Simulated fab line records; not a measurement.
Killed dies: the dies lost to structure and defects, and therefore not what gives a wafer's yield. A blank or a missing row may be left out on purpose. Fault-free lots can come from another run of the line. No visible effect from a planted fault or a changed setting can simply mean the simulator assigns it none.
Comparing a struck lot with a sound one	flow nand_harc	14 steps out of a route of 1159
Sound: wafers L981.4, L981.5, L981.6. Wafers struck: L992.1, L992.2, L992.6. At the end, the cause is stated.
Per side, at each step with rows, come the tool, then ch with its chambers, and then its first start. Under that, the readings that differ: sound wafers	struck wafers	difference of the means	sigmas: that difference in standard deviations of wafers without a fault.
alike: readings whose means differ by less than 2 such deviations, and words and numbers that are the same on both sides. not compared: withheld readings, readings that some wafer has no value for, bounds like >300 that may hide the same value, and numbers for which the record gives no deviation and whose values overlap.
The two part at a step that has a row with sigmas, a row that says differs or no value, or rows on one side only. Numbers that don't overlap but have no deviation are shown without sigmas and don't part them. Lack of a reading on every wafer of one side parts them only where that side has two or more wafers.

NHARC_P_CONTACT_PVD_32: deposits Ti, target thk 5 nm, time 17.7 s.
  sound on pvd_sputter-01; struck on pvd_sputter-01
  alike: substrate_temp_c, throttle_valve_pct
NHARC_P_CONTACT_ALD_22: deposits TiN, target thk 3 nm, pulse time 1 s, ald cycles 150.
  sound on ald_metal-01 ch 2,3, day 7 01:56; struck on ald_metal-03 ch 0,1,2, day 9 12:07
reading	sound	struck	difference	sigmas
heater_power_w (W)	1159 1162 1183	987 887 878	-251	-2
precursor_pulse_height_rel	1.009 1.024 1.012	0.995 0.960 0.981	-0.036	-2
NHARC_P_CONTACT_CVD_23: deposits W, target thk 200 nm, time 557 s.
  sound: cvd_w-02 ch 0,1; struck: cvd_w-01 ch 0,1
  alike: heater_power_w, mfc_h2_sccm, mfc_wf6_sccm, throttle_valve_pct
NHARC_P_CONTACT_CMP_24: polishes, t overpolish 30 s, target thk 200 nm.
  sound on cmp-04 ch 0,3, day 7 02:47; struck on cmp-04 ch 1,2,3, day 9 17:49
  alike: motor_current_A, overpolish_run_s, time_to_endpoint_s
next, for these wafers, 1 step has no rows: NHARC_P_CONTACT_SRD_26.
NHARC_P_CONTACT_INSPECT_27:
  sound: defect_inspect-02 at day 7 03:11; struck: defect_inspect-01 at day 9 18:13
reading	sound	struck	difference	sigmas
raw_defect_count	570 448 1299	265 304 455	-431	-3
then, 5 steps without rows for these wafers: NHARC_P_M0_DEP_00 (deposits SiOC, target thk 150 nm); NHARC_P_M0_DEHYDRATE_01 (time 120 s); NHARC_P_M0_HMDS_02 (time 30 s); NHARC_P_M0_COAT_33 (time 65 s); NHARC_P_M0_COAT_03 (resist thk 90 nm).
NHARC_P_M0_SOFTBAKE_04: time 55 s.
  sound on litho_track-06 ch 0, day 7 03:00; struck on litho_track-04 ch 0, day 9 18:00
reading	sound	struck	difference	sigmas
heater_power_total_W (W)	188.40 188.33 188.31	186.74 186.69 186.78	-1.61	-12
next, for these wafers, 1 step has no rows: NHARC_P_M0_EBR_05.
-- the record jumps here: 14 days lie between the struck wafers' starts before and after (it left off in module P_M0 and takes up again in module END, whose first step shown is number 1159 of the route) --
NHARC_END_SORT_01:
  the record has rows for the struck wafers here (prober-01 ch 0, day 23 08:05) and none for the sound ones

WHERE THEY PART
Earliest at NHARC_P_CONTACT_ALD_22; latest, in this record, at NHARC_END_SORT_01.

WHY: whatever the simulator had introduced
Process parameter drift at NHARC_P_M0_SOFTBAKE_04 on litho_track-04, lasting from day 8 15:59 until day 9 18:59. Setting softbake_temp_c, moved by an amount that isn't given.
